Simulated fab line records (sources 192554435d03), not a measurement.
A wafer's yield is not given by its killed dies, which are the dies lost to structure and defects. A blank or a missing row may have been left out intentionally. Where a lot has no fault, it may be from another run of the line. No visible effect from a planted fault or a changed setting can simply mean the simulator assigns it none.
Split-lot trial + flow n5 finfet + 39 wafers read from 7 lots, route of 1938 steps

## SPLIT DETAILS
At N5_BEOL_M0_SAQP_HM_DEP_02 (deposits TiN, target thk 12 nm), the setting target thk a was moved away from the recipe's 120 angstrom on 12 of the 39 wafers read, by -53.4% to +52.7%. All remaining wafers had this setting at the recipe value.

The reading is taken at the split's own step.

## THE READING
TiN_of_BEOL_M0_SAQP_HM_DEP_02.thk nm (the simulator's own value, which no gauge read), in nm, at N5_BEOL_M0_SAQP_HM_DEP_02 (deposits TiN, target thk 12 nm). No usual value for it is given in the file. Here, 27 wafers ran the recipe; their average is 12.0 nm with a standard deviation of 0.23 nm.

| wafer  | tool, chamber at the split | target thk a as run, angstrom | against the recipe | TiN_of_BEOL_M0_SAQP_HM_DEP_02.thk nm, nm | against lot-mates on the recipe |
|--------|----------------------------|-------------------------------|--------------------|------------------------------------------|---------------------------------|
| L075.1 | pvd sputter-01, -          | 183.2                         | +52.7%             | 18.6                                     | +6.5                            |
| L075.5 | pvd sputter-01, -          | 183.2                         | +52.7%             | 18.6                                     | +6.5                            |
| L075.2 | pvd sputter-01, -          | 120                           | recipe             | 12                                       | -                               |
| L075.4 | pvd sputter-01, -          | 120                           | recipe             | 12                                       | -                               |
| L075.3 | pvd sputter-01, -          | 120                           | recipe             | 12.4                                     | -                               |
| L075.6 | pvd sputter-01, -          | 183.2                         | +52.7%             | 18.4                                     | +6.3                            |
| L078.1 | pvd sputter-01, -          | 120                           | recipe             | 12                                       | -                               |
| L078.2 | pvd sputter-01, -          | 120                           | recipe             | 12                                       | -                               |
| L078.6 | pvd sputter-01, -          | 120                           | recipe             | 12                                       | -                               |
| L078.3 | pvd sputter-01, -          | 120                           | recipe             | 11.8                                     | -                               |
| L078.4 | pvd sputter-01, -          | 120                           | recipe             | 11.8                                     | -                               |
| L078.5 | pvd sputter-01, -          | 120                           | recipe             | 11.8                                     | -                               |
| L079.1 | pvd sputter-01, -          | 120                           | recipe             | 12                                       | -                               |
| L079.4 | pvd sputter-01, -          | 120                           | recipe             | 12                                       | -                               |
| L079.5 | pvd sputter-01, -          | 120                           | recipe             | 12                                       | -                               |
| L079.2 | pvd sputter-01, -          | 120                           | recipe             | 12.4                                     | -                               |
| L079.6 | pvd sputter-01, -          | 120                           | recipe             | 12.4                                     | -                               |
| L079.3 | pvd sputter-01, -          | 120                           | recipe             | 12.2                                     | -                               |
| L087.1 | pvd sputter-03, -          | 55.86                         | -53.4%             | 5.4                                      | -6.6                            |
| L087.6 | pvd sputter-03, -          | 55.86                         | -53.4%             | 5.4                                      | -6.6                            |
| L087.2 | pvd sputter-03, -          | 120                           | recipe             | 12                                       | -                               |
| L087.3 | pvd sputter-03, -          | 120                           | recipe             | 12                                       | -                               |
| L087.5 | pvd sputter-03, -          | 120                           | recipe             | 12                                       | -                               |
| L087.4 | pvd sputter-03, -          | 55.86                         | -53.4%             | 5.6                                      | -6.4                            |
| L088.2 | pvd sputter-01, -          | 120                           | recipe             | 11.8                                     | -                               |
| L088.3 | pvd sputter-01, -          | 120                           | recipe             | 12                                       | -                               |
| L088.4 | pvd sputter-01, -          | 120                           | recipe             | 12.4                                     | -                               |
| L092.1 | pvd sputter-02, -          | 140.2                         | +16.8%             | 14.2                                     | +2.6                            |
| L092.2 | pvd sputter-02, -          | 120                           | recipe             | 11.8                                     | -                               |
| L092.3 | pvd sputter-02, -          | 120                           | recipe             | 11.4                                     | -                               |
| L092.4 | pvd sputter-02, -          | 120                           | recipe             | 11.6                                     | -                               |
| L092.5 | pvd sputter-02, -          | 140.2                         | +16.8%             | 13.6                                     | +2.0                            |
| L092.6 | pvd sputter-02, -          | 140.2                         | +16.8%             | 13.8                                     | +2.2                            |
| L093.1 | pvd sputter-03, -          | 120                           | recipe             | 12                                       | -                               |
| L093.5 | pvd sputter-03, -          | 120                           | recipe             | 12                                       | -                               |
| L093.2 | pvd sputter-03, -          | 120                           | recipe             | 12.2                                     | -                               |
| L093.3 | pvd sputter-03, -          | 87.7                          | -26.9%             | 8.8                                      | -3.3                            |
| L093.4 | pvd sputter-03, -          | 87.7                          | -26.9%             | 8.8                                      | -3.3                            |
| L093.6 | pvd sputter-03, -          | 87.7                          | -26.9%             | 8.8                                      | -3.3                            |

FIT RESULTS
A straight line over all 39 wafers: TiN_of_BEOL_M0_SAQP_HM_DEP_02.thk nm changes by +0.122 nm for each +1% of target thk a; r = +1.00; the points scatter about the line by 0.22 nm.
The same after taking each lot's own level away (the mean of its wafers on the recipe; 39 wafers): +0.122 nm for each +1%; r = +1.00; scatter 0.17 nm.
According to that fit, moving target thk a by its largest amount changes the reading by 6.5 nm.
Measured against the standard deviation above, the lots' own levels, which go from 11.60 to 12.17 nm, span 2.5 times it.
Consequently the slope shifts little with the lot-to-lot level, the two slopes agreeing.
Check: with one of the wafers moved furthest among these (-53.4%) left out of the fit, the line predicts -6.51 nm for it against its lot-mates. Against them it came out at -6.6 nm.

## THESE WAFERS: OTHER SPLITS
These wafers also went through other splits before the reading. Each is held against what the fit with the lots' levels taken away leaves over:
| other split on the same wafers     | wafers away from the commonest value | r with TiN_of_BEOL_M0_SAQP_HM_DEP_02.thk nm (lot level and that fit taken away) |
|------------------------------------|--------------------------------------|---------------------------------------------------------------------------------|
| N5_FIN_SAQP_HM_DEP_03 target thk a | 9                                    | +0.02                                                                           |
| N5_DUMMY_GATE_CVD_03 target thk a  | 33                                   | +0.14                                                                           |
| N5_SD_EPI_N_DESCUM_14 time s       | 15                                   | -0.24                                                                           |
| N5_GATE_CUT_ETCH_58 target depth a | 12                                   | -0.03                                                                           |

## THE FILE'S OWN FIT
TiN_of_BEOL_M0_SAQP_HM_DEP_02.thk nm changes by +0.122 nm for each +1% of target thk a, r = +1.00.
